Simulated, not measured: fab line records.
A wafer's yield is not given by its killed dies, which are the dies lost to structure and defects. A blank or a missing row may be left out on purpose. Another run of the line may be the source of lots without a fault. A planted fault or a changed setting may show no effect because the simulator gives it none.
fab line records ; flow nand_harc ; part 1 of 2: steps 1 to 32 of 42
record: lots: 5; wafers: 15; last_day: 33
route steps=1302 shown A_DECK1_JOINT@543 A_ONON_D2@545 A_CHANNEL_HOLE_D2@570
lots with no fault: from the same line, run without faults
start_h: hours from the record's opening day to when the first of the lot's shown wafers began ; wait_h: hours elapsed since this lot's preceding step ; " identical to the entry in the row above ; L1.1+2: a row that stands for several wafers ; - no value present, or no start provided ; * or withheld: withheld ; < > ~ a bound
route shown NAME@n: NAME is a module with steps in the file, n the number in the route of the first one ; usual: the fault-free wafers' mean and standard deviation ; same: alike in all rows ; chamber/n: place in a boat ; sites: the reading at each site ; _std_site: their standard deviation ; _edge_site: the outer-site mean with the inner-site mean subtracted ; radius_mm: how far each site lies from the wafer's centre ; mask NAME#n: copy n ; behind: the tool/chamber that last shaped the wafer ; hold: reason for holding the lot/hours on hold/outcome of the hold ; device: transistor that didn't switch, given as n, p or np ; end of line: the tests these same wafers got at the end of their route ; a step with no rows: only its recipe ; killed: the dies lost at the first sort to structure and to defects; this is not the yield of the wafer ; map: the dies of a wafer, with x for killed, . for not killed, _ for no die there
set.NAME: the run value of the setting; set.NAME@STEP: its run value at that earlier step ; model.NAME: the simulator's own value behind a step, which no gauge read
a table for each step, a row for each wafer; lots at some steps of the route
services: a tool's chamber out of use, with start hour (start_h, from the record's first day; less than 0 if before it), hours out, and reason
== steps ==
step: NHARC_A_DECK1_JOINT_THK_MEAS_17
recipe: thk_meas_gauge: ellipsometry
usual: thk_nm: 45.1/1.3
lot.wafer;tool;chamber;start_h;wait_h;thk_nm
L078.1;film_metro-02;-;312.50;0.2;43.4
L078.5;film_metro-02;-;312.50;0.2;45.4
L078.6;film_metro-02;-;312.50;0.2;46.2
L086.1;film_metro-01;-;397.09;0.2;42.6
L086.3;film_metro-01;-;397.09;0.2;44.2
L086.5;film_metro-01;-;397.09;0.2;46.0
L091.1;film_metro-02;-;435.22;0.2;44.8
L091.4;film_metro-02;-;435.22;0.2;46.8
L091.5;film_metro-02;-;435.22;0.2;45.3
L093.2;film_metro-02;-;449.28;0.3;45.3
L093.3;film_metro-02;-;449.28;0.3;45.4
L093.6;film_metro-02;-;449.28;0.3;46.8
L096.3;film_metro-02;-;485.54;0.2;44.8
L096.4;film_metro-02;-;485.54;0.2;46.2
L096.5;film_metro-02;-;485.54;0.2;45.0
step: NHARC_A_DECK1_JOINT_INSPECT_05
usual: raw_defect_count: 296/92
lot.wafer;tool;chamber;start_h;wait_h;raw_defect_count
L078.1;defect_inspect-01;-;312.54;0.0;303
L078.5;defect_inspect-01;-;312.54;0.0;334
L078.6;defect_inspect-01;-;312.54;0.0;305
L086.1;defect_inspect-02;-;397.13;0.0;211
L086.3;defect_inspect-02;-;397.13;0.0;368
L086.5;defect_inspect-02;-;397.13;0.0;483
L091.1;defect_inspect-02;-;435.25;0.0;287
L091.4;defect_inspect-02;-;435.25;0.0;370
L091.5;defect_inspect-02;-;435.25;0.0;218
L093.2;defect_inspect-01;-;449.32;0.0;251
L093.3;defect_inspect-01;-;449.32;0.0;273
L093.6;defect_inspect-01;-;449.32;0.0;269
L096.3;defect_inspect-01;-;485.58;0.0;417
L096.4;defect_inspect-01;-;485.58;0.0;324
L096.5;defect_inspect-01;-;485.58;0.0;314
step: NHARC_A_ONON_D2_DEP_00
recipe: target_thk_a: 10000; n2_flow_sccm: 2750; n2o_flow_sccm: 2000; nh3_flow_sccm: 500; sih4_flow_sccm: 210; temp_c: 400
lot.wafer;tool;chamber;start_h;wait_h
L078.1+5+6;pecvd_onon-02;0;312.61;0.1
L086.1+3+5;pecvd_onon-02;0;397.20;0.1
L091.1+4+5;pecvd_onon-04;0;435.32;0.1
L093.2+3+6;pecvd_onon-01;0;449.44;0.1
L096.3+4+5;pecvd_onon-01;0;485.76;0.2
step: NHARC_A_ONON_D2_THK_MEAS_02
recipe: thk_meas_gauge: ellipsometry
usual: thk_nm: 1002/13
lot.wafer;tool;chamber;start_h;wait_h;thk_nm
L078.1;film_metro-02;-;313.12;-;1008
L078.5;film_metro-02;-;313.12;-;1009
L078.6;film_metro-02;-;313.12;-;1008
L086.1;film_metro-01;-;397.71;-;999
L086.3;film_metro-01;-;397.71;-;1000
L086.5;film_metro-01;-;397.71;-;1000
L091.1;film_metro-01;-;435.83;-;1016
L091.4;film_metro-01;-;435.83;-;1016
L091.5;film_metro-01;-;435.83;-;1016
L093.2;film_metro-02;-;449.90;-;1024
L093.3;film_metro-02;-;449.90;-;1024
L093.6;film_metro-02;-;449.90;-;1025
L096.3;film_metro-02;-;486.15;-;1000
L096.4;film_metro-02;-;486.15;-;1002
L096.5;film_metro-02;-;486.15;-;1001
step: NHARC_A_ONON_D2_DEP_03
recipe: target_thk_a: 10000; n2_flow_sccm: 2750; n2o_flow_sccm: 2000; nh3_flow_sccm: 500; sih4_flow_sccm: 210; temp_c: 400
lot.wafer;tool;chamber;start_h;wait_h
L078.1+5+6;pecvd_onon-02;0;313.17;0.1
L086.1+3+5;pecvd_onon-01;0;397.76;0.1
L091.1+4+5;pecvd_onon-01;0;435.89;0.1
L093.2+3+6;pecvd_onon-02;0;450.01;0.1
L096.3+4+5;pecvd_onon-02;0;486.32;0.2
step: NHARC_A_ONON_D2_THK_MEAS_05
recipe: thk_meas_gauge: ellipsometry
usual: thk_nm: 999/8.8
lot.wafer;tool;chamber;start_h;wait_h;thk_nm
L078.1;film_metro-01;-;313.69;-;1005
L078.5;film_metro-01;-;313.69;-;1003
L078.6;film_metro-01;-;313.69;-;1004
L086.1;film_metro-02;-;398.27;-;977
L086.3;film_metro-02;-;398.27;-;978
L086.5;film_metro-02;-;398.27;-;978
L091.1;film_metro-01;-;436.39;-;1009
L091.4;film_metro-01;-;436.39;-;1010
L091.5;film_metro-01;-;436.39;-;1009
L093.2;film_metro-02;-;450.46;-;1006
L093.3;film_metro-02;-;450.46;-;1004
L093.6;film_metro-02;-;450.46;-;1004
L096.3;film_metro-01;-;486.72;-;1010
L096.4;film_metro-01;-;486.72;-;1010
L096.5;film_metro-01;-;486.72;-;1010
step: NHARC_A_ONON_D2_DEP_06
recipe: target_thk_a: 10000; n2_flow_sccm: 2750; n2o_flow_sccm: 2000; nh3_flow_sccm: 500; sih4_flow_sccm: 210; temp_c: 400
lot.wafer;tool;chamber;start_h;wait_h
L078.1+5+6;pecvd_onon-02;0;313.74;0.1
L086.1+3+5;pecvd_onon-04;0;398.33;0.1
L091.1+4+5;pecvd_onon-02;0;436.45;0.1
L093.2+3+6;pecvd_onon-02;0;450.58;0.1
L096.3+4+5;pecvd_onon-04;0;486.89;0.2
step: NHARC_A_ONON_D2_THK_MEAS_08
recipe: thk_meas_gauge: ellipsometry
usual: thk_nm: 998/7.1
lot.wafer;tool;chamber;start_h;wait_h;thk_nm
L078.1;film_metro-01;-;314.25;-;991
L078.5;film_metro-01;-;314.25;-;992
L078.6;film_metro-01;-;314.25;-;992
L086.1;film_metro-01;-;398.84;-;984
L086.3;film_metro-01;-;398.84;-;986
L086.5;film_metro-01;-;398.84;-;986
L091.1;film_metro-01;-;436.96;-;1008
L091.4;film_metro-01;-;436.96;-;1008
L091.5;film_metro-01;-;436.96;-;1009
L093.2;film_metro-02;-;451.03;-;996
L093.3;film_metro-02;-;451.03;-;996
L093.6;film_metro-02;-;451.03;-;994
L096.3;film_metro-01;-;487.29;-;1006
L096.4;film_metro-01;-;487.29;-;1004
L096.5;film_metro-01;-;487.29;-;1005
step: NHARC_A_ONON_D2_DEP_09
recipe: target_thk_a: 10000; n2_flow_sccm: 2750; n2o_flow_sccm: 2000; nh3_flow_sccm: 500; sih4_flow_sccm: 210; temp_c: 400
lot.wafer;tool;chamber;start_h;wait_h
L078.1+5+6;pecvd_onon-02;0;314.31;0.1
L086.1+3+5;pecvd_onon-01;0;398.90;0.1
L091.1+4+5;pecvd_onon-04;0;437.02;0.1
L093.2+3+6;pecvd_onon-02;0;451.15;0.1
L096.3+4+5;pecvd_onon-02;0;487.46;0.2
step: NHARC_A_ONON_D2_THK_MEAS_11
recipe: thk_meas_gauge: ellipsometry
usual: thk_nm: 996/10
lot.wafer;tool;chamber;start_h;wait_h;thk_nm
L078.1;film_metro-01;-;314.82;-;994
L078.5;film_metro-01;-;314.82;-;994
L078.6;film_metro-01;-;314.82;-;995
L086.1;film_metro-01;-;399.41;-;992
L086.3;film_metro-01;-;399.41;-;992
L086.5;film_metro-01;-;399.41;-;992
L091.1;film_metro-01;-;437.53;-;999
L091.4;film_metro-01;-;437.53;-;998
L091.5;film_metro-01;-;437.53;-;999
L093.2;film_metro-02;-;451.60;-;1006
L093.3;film_metro-02;-;451.60;-;1004
L093.6;film_metro-02;-;451.60;-;1004
L096.3;film_metro-02;-;487.86;-;1011
L096.4;film_metro-02;-;487.86;-;1011
L096.5;film_metro-02;-;487.86;-;1010
step: NHARC_A_ONON_D2_DEP_12
recipe: target_thk_a: 10000; n2_flow_sccm: 2750; n2o_flow_sccm: 2000; nh3_flow_sccm: 500; sih4_flow_sccm: 210; temp_c: 400
lot.wafer;tool;chamber;start_h;wait_h
L078.1+5+6;pecvd_onon-02;0;314.87;0.1
L086.1+3+5;pecvd_onon-04;0;399.46;0.1
L091.1+4+5;pecvd_onon-01;0;437.58;0.1
L093.2+3+6;pecvd_onon-02;0;451.71;0.1
L096.3+4+5;pecvd_onon-02;0;488.04;0.2
step: NHARC_A_ONON_D2_THK_MEAS_14
recipe: thk_meas_gauge: ellipsometry
usual: thk_nm: 1000/8.5
lot.wafer;tool;chamber;start_h;wait_h;thk_nm
L078.1;film_metro-02;-;315.38;-;999
L078.5;film_metro-02;-;315.38;-;1003
L078.6;film_metro-02;-;315.38;-;1003
L086.1;film_metro-01;-;399.97;-;988
L086.3;film_metro-01;-;399.97;-;990
L086.5;film_metro-01;-;399.97;-;989
L091.1;film_metro-02;-;438.09;-;996
L091.4;film_metro-02;-;438.09;-;995
L091.5;film_metro-02;-;438.09;-;994
L093.2;film_metro-02;-;452.16;-;1006
L093.3;film_metro-02;-;452.16;-;1006
L093.6;film_metro-02;-;452.16;-;1005
L096.3;film_metro-02;-;488.43;-;1002
L096.4;film_metro-02;-;488.43;-;1002
L096.5;film_metro-02;-;488.43;-;1003
step: NHARC_A_ONON_D2_ANNEAL_15
recipe: temp_c: 750; time_s: 3600
usual: spike_tc_centre_C: 751.0/0.94
same: time_s: 3600
lot.wafer;tool;chamber;start_h;wait_h;spike_tc_centre_C
L078.1;furnace-02;0;316.65;1.3;751.3
L078.5;furnace-02;0;316.65;1.3;751.6
L078.6;furnace-02;0;316.65;1.3;753.0
L086.1;furnace-03;0;403.00;3.0;752.0
L086.3;furnace-03;0;403.00;3.0;751.5
L086.5;furnace-03;0;403.00;3.0;750.7
L091.1;furnace-03;0;441.12;3.0;751.0
L091.4;furnace-03;0;441.12;3.0;752.9
L091.5;furnace-03;0;441.12;3.0;749.3
L093.2;furnace-03;0;457.01;4.8;750.3
L093.3;furnace-03;0;457.01;4.8;751.5
L093.6;furnace-03;0;457.01;4.8;751.6
L096.3;furnace-03;0;492.42;4.0;752.6
L096.4;furnace-03;0;492.42;4.0;752.6
L096.5;furnace-03;0;492.42;4.0;751.2
step: NHARC_A_ONON_D2_DEP_16
recipe: target_thk_a: 10000; n2_flow_sccm: 2750; n2o_flow_sccm: 2000; nh3_flow_sccm: 500; sih4_flow_sccm: 210; temp_c: 400
lot.wafer;tool;chamber;start_h;wait_h
L078.1+5+6;pecvd_onon-02;0;320.48;0.4
L086.1+3+5;pecvd_onon-02;0;406.77;0.4
L091.1+4+5;pecvd_onon-02;0;444.97;0.4
L093.2+3+6;pecvd_onon-02;0;460.87;0.4
L096.3+4+5;pecvd_onon-02;0;496.37;0.5
step: NHARC_A_ONON_D2_THK_MEAS_18
recipe: thk_meas_gauge: ellipsometry
usual: thk_nm: 1001/10
lot.wafer;tool;chamber;start_h;wait_h;thk_nm
L078.1;film_metro-02;-;320.99;-;1010
L078.5;film_metro-02;-;320.99;-;1009
L078.6;film_metro-02;-;320.99;-;1010
L086.1;film_metro-01;-;407.27;-;1008
L086.3;film_metro-01;-;407.27;-;1010
L086.5;film_metro-01;-;407.27;-;1009
L091.1;film_metro-02;-;445.49;-;1003
L091.4;film_metro-02;-;445.49;-;1004
L091.5;film_metro-02;-;445.49;-;1004
L093.2;film_metro-02;-;461.32;-;1006
L093.3;film_metro-02;-;461.32;-;1005
L093.6;film_metro-02;-;461.32;-;1005
L096.3;film_metro-02;-;496.77;-;1023
L096.4;film_metro-02;-;496.77;-;1023
L096.5;film_metro-02;-;496.77;-;1023
step: NHARC_A_ONON_D2_DEP_19
recipe: target_thk_a: 10000; n2_flow_sccm: 2750; n2o_flow_sccm: 2000; nh3_flow_sccm: 500; sih4_flow_sccm: 210; temp_c: 400
lot.wafer;tool;chamber;start_h;wait_h
L078.1+5+6;pecvd_onon-02;0;321.18;0.2
L086.1+3+5;pecvd_onon-02;0;407.33;0.1
L091.1+4+5;pecvd_onon-04;0;445.55;0.1
L093.2+3+6;pecvd_onon-02;0;461.43;0.1
L096.3+4+5;pecvd_onon-02;0;496.94;0.2
step: NHARC_A_ONON_D2_THK_MEAS_21
recipe: thk_meas_gauge: ellipsometry
usual: thk_nm: 1000/11
lot.wafer;tool;chamber;start_h;wait_h;thk_nm
L078.1;film_metro-02;-;321.69;-;993
L078.5;film_metro-02;-;321.69;-;994
L078.6;film_metro-02;-;321.69;-;993
L086.1;film_metro-02;-;407.85;-;1010
L086.3;film_metro-02;-;407.85;-;1012
L086.5;film_metro-02;-;407.85;-;1010
L091.1;film_metro-02;-;446.05;-;999
L091.4;film_metro-02;-;446.05;-;999
L091.5;film_metro-02;-;446.05;-;1000
L093.2;film_metro-02;-;461.88;-;1011
L093.3;film_metro-02;-;461.88;-;1009
L093.6;film_metro-02;-;461.88;-;1010
L096.3;film_metro-01;-;497.33;-;1007
L096.4;film_metro-01;-;497.33;-;1006
L096.5;film_metro-01;-;497.33;-;1006
step: NHARC_A_ONON_D2_DEP_22
recipe: target_thk_a: 10000; n2_flow_sccm: 2750; n2o_flow_sccm: 2000; nh3_flow_sccm: 500; sih4_flow_sccm: 210; temp_c: 400
lot.wafer;tool;chamber;start_h;wait_h
L078.1+5+6;pecvd_onon-02;0;321.88;0.2
L086.1+3+5;pecvd_onon-02;0;407.90;0.1
L091.1+4+5;pecvd_onon-01;0;446.11;0.1
L093.2+3+6;pecvd_onon-02;0;462.00;0.1
L096.3+4+5;pecvd_onon-02;0;497.50;0.2
step: NHARC_A_ONON_D2_THK_MEAS_24
recipe: thk_meas_gauge: ellipsometry
usual: thk_nm: 998/12
lot.wafer;tool;chamber;start_h;wait_h;thk_nm
L078.1;film_metro-02;-;322.39;-;977
L078.5;film_metro-02;-;322.39;-;976
L078.6;film_metro-02;-;322.39;-;973
L086.1;film_metro-02;-;408.41;-;1006
L086.3;film_metro-02;-;408.41;-;1007
L086.5;film_metro-02;-;408.41;-;1007
L091.1;film_metro-02;-;446.62;-;1012
L091.4;film_metro-02;-;446.62;-;1008
L091.5;film_metro-02;-;446.62;-;1010
L093.2;film_metro-02;-;462.45;-;1000
L093.3;film_metro-02;-;462.45;-;1000
L093.6;film_metro-02;-;462.45;-;998
L096.3;film_metro-02;-;497.89;-;996
L096.4;film_metro-02;-;497.89;-;995
L096.5;film_metro-02;-;497.89;-;994
step: NHARC_A_ONON_D2_DEP_25
recipe: target_thk_a: 10000; n2_flow_sccm: 2750; n2o_flow_sccm: 2000; nh3_flow_sccm: 500; sih4_flow_sccm: 210; temp_c: 400
lot.wafer;tool;chamber;start_h;wait_h
L078.1+5+6;pecvd_onon-02;0;322.59;0.2
L086.1+3+5;pecvd_onon-02;0;408.47;0.1
L091.1+4+5;pecvd_onon-02;0;446.67;0.1
L093.2+3+6;pecvd_onon-02;0;462.56;0.1
L096.3+4+5;pecvd_onon-02;0;498.07;0.2
step: NHARC_A_ONON_D2_THK_MEAS_27
recipe: thk_meas_gauge: ellipsometry
usual: thk_nm: 1000/6.8
lot.wafer;tool;chamber;start_h;wait_h;thk_nm
L078.1;film_metro-01;-;323.10;-;982
L078.5;film_metro-01;-;323.10;-;986
L078.6;film_metro-01;-;323.10;-;986
L086.1;film_metro-02;-;408.97;-;999
L086.3;film_metro-02;-;408.97;-;1001
L086.5;film_metro-02;-;408.97;-;999
L091.1;film_metro-02;-;447.19;-;991
L091.4;film_metro-02;-;447.19;-;991
L091.5;film_metro-02;-;447.19;-;992
L093.2;film_metro-02;-;463.02;-;1004
L093.3;film_metro-02;-;463.02;-;1006
L093.6;film_metro-02;-;463.02;-;1005
L096.3;film_metro-02;-;498.47;-;1005
L096.4;film_metro-02;-;498.47;-;1004
L096.5;film_metro-02;-;498.47;-;1005
step: NHARC_A_ONON_D2_DEP_28
recipe: target_thk_a: 10000; n2_flow_sccm: 2750; n2o_flow_sccm: 2000; nh3_flow_sccm: 500; sih4_flow_sccm: 210; temp_c: 400
lot.wafer;tool;chamber;start_h;wait_h
L078.1+5+6;pecvd_onon-01;0;323.26;0.2
L086.1+3+5;pecvd_onon-02;0;409.03;0.1
L091.1+4+5;pecvd_onon-02;0;447.24;0.1
L093.2+3+6;pecvd_onon-04;0;463.13;0.1
L096.3+4+5;pecvd_onon-02;0;498.64;0.2
step: NHARC_A_ONON_D2_THK_MEAS_30
recipe: thk_meas_gauge: ellipsometry
usual: thk_nm: 1002/7.7
lot.wafer;tool;chamber;start_h;wait_h;thk_nm
L078.1;film_metro-02;-;323.77;-;996
L078.5;film_metro-02;-;323.77;-;998
L078.6;film_metro-02;-;323.77;-;995
L086.1;film_metro-02;-;409.56;-;1009
L086.3;film_metro-02;-;409.56;-;1008
L086.5;film_metro-02;-;409.56;-;1009
L091.1;film_metro-02;-;447.75;-;1003
L091.4;film_metro-02;-;447.75;-;1004
L091.5;film_metro-02;-;447.75;-;1005
L093.2;film_metro-02;-;463.59;-;1005
L093.3;film_metro-02;-;463.59;-;1004
L093.6;film_metro-02;-;463.59;-;1003
L096.3;film_metro-01;-;499.03;-;993
L096.4;film_metro-01;-;499.03;-;992
L096.5;film_metro-01;-;499.03;-;993
step: NHARC_A_ONON_D2_DEP_33
recipe: target_thk_a: 2000; temp_c: 400; pressure_torr: 6.5; rf_w: 900; teos_flow_sccm: 161.4; flow_sccm: 2650; target_thk_nm: 200; gas: O2; material: SiO2
usual: chamber_pressure_Torr: 6.501/0.015; heater_power_w: 606/64; throttle_valve_pct: 16.0/0.33
lot.wafer;tool;chamber;start_h;wait_h;chamber_pressure_Torr;heater_power_w;throttle_valve_pct
L078.1;pecvd-02;2;324.02;0.2;6.494;675;15.6
L078.6;pecvd-02;1;324.02;0.2;6.506;629;15.6
L078.5;pecvd-02;2;324.02;0.2;6.496;687;15.6
L086.1;pecvd-04;2;409.67;0.1;6.508;602;16.0
L086.3;pecvd-04;0;409.67;0.1;6.493;569;16.5
L086.5;pecvd-04;0;409.67;0.1;6.513;585;16.5
L091.1;pecvd-04;2;447.81;0.1;6.507;522;16.1
L091.5;pecvd-04;2;447.81;0.1;6.520;549;16.4
L091.4;pecvd-04;0;447.81;0.1;6.497;467;16.6
L093.2;pecvd-02;0;463.65;0.1;6.507;571;16.8
L093.3;pecvd-02;1;463.65;0.1;6.511;638;15.4
L093.6;pecvd-02;2;463.65;0.1;6.479;734;15.9
L096.3;pecvd-04;0;499.18;0.1;6.518;561;16.4
L096.4;pecvd-04;1;499.18;0.1;6.510;539;16.3
L096.5;pecvd-04;0;499.18;0.1;6.513;576;16.2
step: NHARC_A_ONON_D2_THK_MEAS_34
recipe: thk_meas_gauge: ellipsometry
usual: thk_nm: 199.6/2.7
lot.wafer;tool;chamber;start_h;wait_h;thk_nm
L078.1;film_metro-02;-;324.39;-;201.0
L078.5;film_metro-02;-;324.39;-;200.4
L078.6;film_metro-02;-;324.39;-;202.6
L086.1;film_metro-02;-;410.03;-;202.1
L086.3;film_metro-02;-;410.03;-;199.7
L086.5;film_metro-02;-;410.03;-;199.5
L091.1;film_metro-01;-;448.23;-;197.0
L091.4;film_metro-01;-;448.23;-;201.2
L091.5;film_metro-01;-;448.23;-;202.7
L093.2;film_metro-01;-;464.06;-;201.1
L093.3;film_metro-01;-;464.06;-;198.1
L093.6;film_metro-01;-;464.06;-;199.9
L096.3;film_metro-02;-;499.50;-;196.5
L096.4;film_metro-02;-;499.50;-;199.2
L096.5;film_metro-02;-;499.50;-;195.4
step: NHARC_A_ONON_D2_INSPECT_32
usual: raw_defect_count: 367/110
lot.wafer;tool;chamber;start_h;wait_h;raw_defect_count
L078.1;defect_inspect-01;-;324.47;0.0;388
L078.5;defect_inspect-01;-;324.47;0.0;420
L078.6;defect_inspect-01;-;324.47;0.0;421
L086.1;defect_inspect-01;-;410.12;0.0;255
L086.3;defect_inspect-01;-;410.12;0.0;420
L086.5;defect_inspect-01;-;410.12;0.0;548
L091.1;defect_inspect-01;-;448.29;0.0;366
L091.4;defect_inspect-01;-;448.29;0.0;439
L091.5;defect_inspect-01;-;448.29;0.0;246
L093.2;defect_inspect-01;-;464.13;0.0;333
L093.3;defect_inspect-01;-;464.13;0.0;350
L093.6;defect_inspect-01;-;464.13;0.0;368
L096.3;defect_inspect-01;-;499.57;0.0;511
L096.4;defect_inspect-01;-;499.57;0.0;396
L096.5;defect_inspect-01;-;499.57;0.0;390
step: NHARC_A_CHANNEL_HOLE_D2_DEP_00
recipe: target_thk_a: 31000; temp_c: 400; material: aC
usual: throttle_valve_pct: 35.000/0.0094
lot.wafer;tool;chamber;start_h;wait_h;throttle_valve_pct
L078.1;acl_dep-01;0;324.54;0.1;34.974
L078.5;acl_dep-01;0;325.78;1.3;35.000
L078.6;acl_dep-01;0;325.78;1.3;34.993
L086.1;acl_dep-01;0;412.57;2.5;34.999
L086.3;acl_dep-01;0;412.57;2.5;35.004
L086.5;acl_dep-01;0;412.57;2.5;35.011
L091.1;acl_dep-02;0;448.38;0.1;34.997
L091.4;acl_dep-02;0;448.38;0.1;34.995
L091.5;acl_dep-02;0;448.38;0.1;35.021
L093.2;acl_dep-03;0;464.64;0.5;34.993
L093.3;acl_dep-03;0;464.64;0.5;34.986
L093.6;acl_dep-03;0;464.64;0.5;34.999
L096.3;acl_dep-01;0;502.88;3.3;34.989
L096.4;acl_dep-01;0;502.88;3.3;34.995
L096.5;acl_dep-01;0;502.88;3.3;35.006
step: NHARC_A_CHANNEL_HOLE_D2_DEP_01
recipe: target_thk_a: 1400; target_thk_nm: 140; temp_c: 400; pressure_torr: 3.5; flow_sccm: 200; rf_w: 350; material: SiON
usual: chamber_pressure_Torr: 3.500/0.0089; heater_power_w: 798/76
lot.wafer;tool;chamber;start_h;wait_h;chamber_pressure_Torr;heater_power_w
L078.1;pecvd-02;0;326.43;1.6;3.509;784
L078.6;pecvd-02;1;326.43;1.6;3.500;911
L078.5;pecvd-02;2;326.43;1.6;3.519;851
L086.3;pecvd-04;0;414.70;1.2;3.503;780
L086.1;pecvd-04;1;414.70;1.2;3.509;825
L086.5;pecvd-04;1;414.70;1.2;3.495;821
L091.1;pecvd-03;2;450.36;1.7;3.480;728
L091.5;pecvd-03;1;450.36;1.7;3.493;978
L091.4;pecvd-03;0;450.36;1.7;3.513;794
L093.3;pecvd-03;0;466.25;1.0;3.497;689
L093.2;pecvd-03;1;466.25;1.0;3.500;960
L093.6;pecvd-03;1;466.25;1.0;3.492;967
L096.3;pecvd-03;0;504.23;1.0;3.474;797
L096.4;pecvd-03;1;504.23;1.0;3.510;918
L096.5;pecvd-03;0;504.23;1.0;3.502;787
step: NHARC_A_CHANNEL_HOLE_D2_DEHYDRATE_02
recipe: temp_c: 150; time_s: 120
usual: plate_temp_C: 150.00/0.16
same: time_s: 120
lot.wafer;tool;chamber;start_h;wait_h;plate_temp_C
L078.1;litho_track-01;0;326.70;0.2;150.16
L078.5;litho_track-01;0;326.70;0.2;150.02
L078.6;litho_track-01;0;326.70;0.2;150.02
L086.1;litho_track-01;0;414.97;0.2;150.25
L086.3;litho_track-01;0;414.97;0.2;150.02
L086.5;litho_track-01;0;414.97;0.2;150.05
L091.1;litho_track-04;0;450.60;0.2;149.96
L091.4;litho_track-04;0;450.60;0.2;149.90
L091.5;litho_track-04;0;450.60;0.2;150.04
L093.2;litho_track-06;0;466.52;0.2;149.66
L093.3;litho_track-06;0;466.52;0.2;149.83
L093.6;litho_track-06;0;466.52;0.2;149.89
L096.3;litho_track-06;0;504.45;0.2;150.15
L096.4;litho_track-06;0;504.45;0.2;149.91
L096.5;litho_track-06;0;504.45;0.2;150.10
step: NHARC_A_CHANNEL_HOLE_D2_HMDS_03
recipe: time_s: 30
same: time_s: 30
lot.wafer;tool;chamber;start_h;wait_h
L078.1+5+6;litho_track-01;0;-;-
L086.1+3+5;litho_track-01;0;-;-
L091.1+4+5;litho_track-04;0;-;-
L093.2+3+6;litho_track-06;0;-;-
L096.3+4+5;litho_track-06;0;-;-
step: NHARC_A_CHANNEL_HOLE_D2_COAT_36
recipe: temp_c: 260; time_s: 75
usual: plate_temp_C: 259.95/0.19
same: time_s: 75
lot.wafer;tool;chamber;start_h;wait_h;plate_temp_C
L078.1;litho_track-01;0;-;-;259.96
L078.5;litho_track-01;0;-;-;260.37
L078.6;litho_track-01;0;-;-;260.22
L086.1;litho_track-01;0;-;-;260.08
L086.3;litho_track-01;0;-;-;260.01
L086.5;litho_track-01;0;-;-;259.79
L091.1;litho_track-04;0;-;-;260.11
L091.4;litho_track-04;0;-;-;259.99
L091.5;litho_track-04;0;-;-;260.09
L093.2;litho_track-06;0;-;-;259.52
L093.3;litho_track-06;0;-;-;259.83
L093.6;litho_track-06;0;-;-;259.76
L096.3;litho_track-06;0;-;-;259.47
L096.4;litho_track-06;0;-;-;259.55
L096.5;litho_track-06;0;-;-;259.69
step: NHARC_A_CHANNEL_HOLE_D2_COAT_37
recipe: temp_c: 225; time_s: 65
usual: plate_temp_C: 225.01/0.17
same: time_s: 65
lot.wafer;tool;chamber;start_h;wait_h;plate_temp_C
L078.1;litho_track-01;0;-;-;225.06
L078.5;litho_track-01;0;-;-;225.12
L078.6;litho_track-01;0;-;-;224.88
L086.1;litho_track-01;0;-;-;225.20
L086.3;litho_track-01;0;-;-;225.11
L086.5;litho_track-01;0;-;-;225.03
L091.1;litho_track-04;0;-;-;224.86
L091.4;litho_track-04;0;-;-;224.92
L091.5;litho_track-04;0;-;-;225.26
L093.2;litho_track-06;0;-;-;224.87
L093.3;litho_track-06;0;-;-;224.65
L093.6;litho_track-06;0;-;-;224.68
L096.3;litho_track-06;0;-;-;225.05
L096.4;litho_track-06;0;-;-;224.98
L096.5;litho_track-06;0;-;-;224.84
